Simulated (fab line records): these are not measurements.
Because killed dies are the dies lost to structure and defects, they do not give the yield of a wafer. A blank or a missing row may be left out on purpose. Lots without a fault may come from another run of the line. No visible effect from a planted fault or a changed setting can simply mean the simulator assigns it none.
Split-lot study -- flow n5_finfet -- route with 1938 steps; 7 lots, 39 wafers read

ON THE SPLIT
At N5_DUMMY_GATE_ETCH_37 (etches SOC in N2/H2, target depth 60 nm, overetch 30 nm), the setting source_w was moved away from the recipe's 840 W on 15 of the 39 wafers read, by -16.9% to +11.9%. All remaining wafers had this setting at the recipe value.

Reading taken at the split's own step.

THE READING
rf_vpp_V, in V, at N5_DUMMY_GATE_ETCH_37 (etches SOC in N2/H2, target depth 60 nm, overetch 30 nm). Fault-free wafers of this fab line usually give 525.2 V, standard deviation 2 V.

wafer,"tool, chamber at the split","source_w as run, W",against the recipe,"rf_vpp_V, V",against lot-mates on the recipe
L075.1,"rie_diel-03, 1",774.9,-7.8%,541.8,+17.3
L075.2,"rie_diel-03, 2",840,recipe,520.3,-
L075.3,"rie_diel-03, 3",774.9,-7.8%,539.8,+15.3
L075.4,"rie_diel-03, 0",840,recipe,526.2,-
L075.5,"rie_diel-03, 0",774.9,-7.8%,541.1,+16.6
L075.6,"rie_diel-03, 3",840,recipe,527.1,-
L078.1,"rie_diel-03, 2",840,recipe,521.9,-
L078.2,"rie_diel-03, 3",840,recipe,526.1,-
L078.3,"rie_diel-03, 1",840,recipe,527.4,-
L078.4,"rie_diel-03, 0",840,recipe,525.7,-
L078.5,"rie_diel-03, 1",840,recipe,528.3,-
L078.6,"rie_diel-03, 2",840,recipe,522.0,-
L079.1,"rie_diel-03, 2",840,recipe,522.8,-
L079.2,"rie_diel-03, 3",755.6,-10.0%,544.2,+19.3
L079.3,"rie_diel-03, 0",755.6,-10.0%,544.7,+19.8
L079.4,"rie_diel-03, 1",840,recipe,526.2,-
L079.5,"rie_diel-03, 3",840,recipe,525.8,-
L079.6,"rie_diel-03, 0",755.6,-10.0%,545.2,+20.3
L080.1,"rie_diel-06, 0",840,recipe,522.8,-
L080.2,"rie_diel-06, 1",697.9,-16.9%,557.4,+34.2
L080.3,"rie_diel-06, 2",697.9,-16.9%,554.7,+31.5
L080.4,"rie_diel-06, 3",697.9,-16.9%,554.0,+30.8
L080.5,"rie_diel-06, 2",840,recipe,521.6,-
L080.6,"rie_diel-06, 1",840,recipe,525.1,-
L085.1,"rie_diel-06, 2",840,recipe,521.6,-
L085.2,"rie_diel-06, 3",840,recipe,520.1,-
L085.3,"rie_diel-06, 1",748.4,-10.9%,544.4,+22.5
L085.4,"rie_diel-06, 0",840,recipe,524.1,-
L085.5,"rie_diel-06, 0",748.4,-10.9%,544.0,+22.1
L085.6,"rie_diel-06, 1",748.4,-10.9%,544.4,+22.5
L087.1,"rie_diel-06, 0",840,recipe,523.7,-
L087.4,"rie_diel-06, 2",840,recipe,522.4,-
L087.5,"rie_diel-06, 3",840,recipe,520.1,-
L092.1,"rie_diel-04, 1",940,+11.9%,505.8,-20.0
L092.2,"rie_diel-04, 2",840,recipe,526.6,-
L092.3,"rie_diel-04, 3",940,+11.9%,507.5,-18.3
L092.4,"rie_diel-04, 0",840,recipe,524.6,-
L092.5,"rie_diel-04, 3",840,recipe,526.3,-
L092.6,"rie_diel-04, 0",940,+11.9%,505.5,-20.3

FIT RESULTS
A straight line over all 39 wafers: rf_vpp_V changes by -1.8 V for each +1% of source_w; r = -0.98; the points scatter about the line by 2.4 V.
The same after taking each lot's own level away (the mean of its wafers on the recipe; 39 wafers): -1.87 V for each +1%; r = -0.99; scatter 1.9 V.
That fit puts the effect of the largest move of source_w on the reading at 32 V.
From 521.93 to 525.83 V: that is the span of the lots' own levels, equal to 1.9 times the standard deviation above.
So the lot-to-lot level changes the slope little: the two slopes agree.
Check: with one of the wafers moved furthest among these (-16.9%) left out of the fit, the line predicts +32 V for it against its lot-mates. It came out at +34.2 V against them.
Tool readings at the split's step, against how far the setting was moved: rf_vpp_V r = -0.98.

FILE'S OWN FIT
rf_vpp_V changes by -1.9 V for each +1% of source_w, r = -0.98.
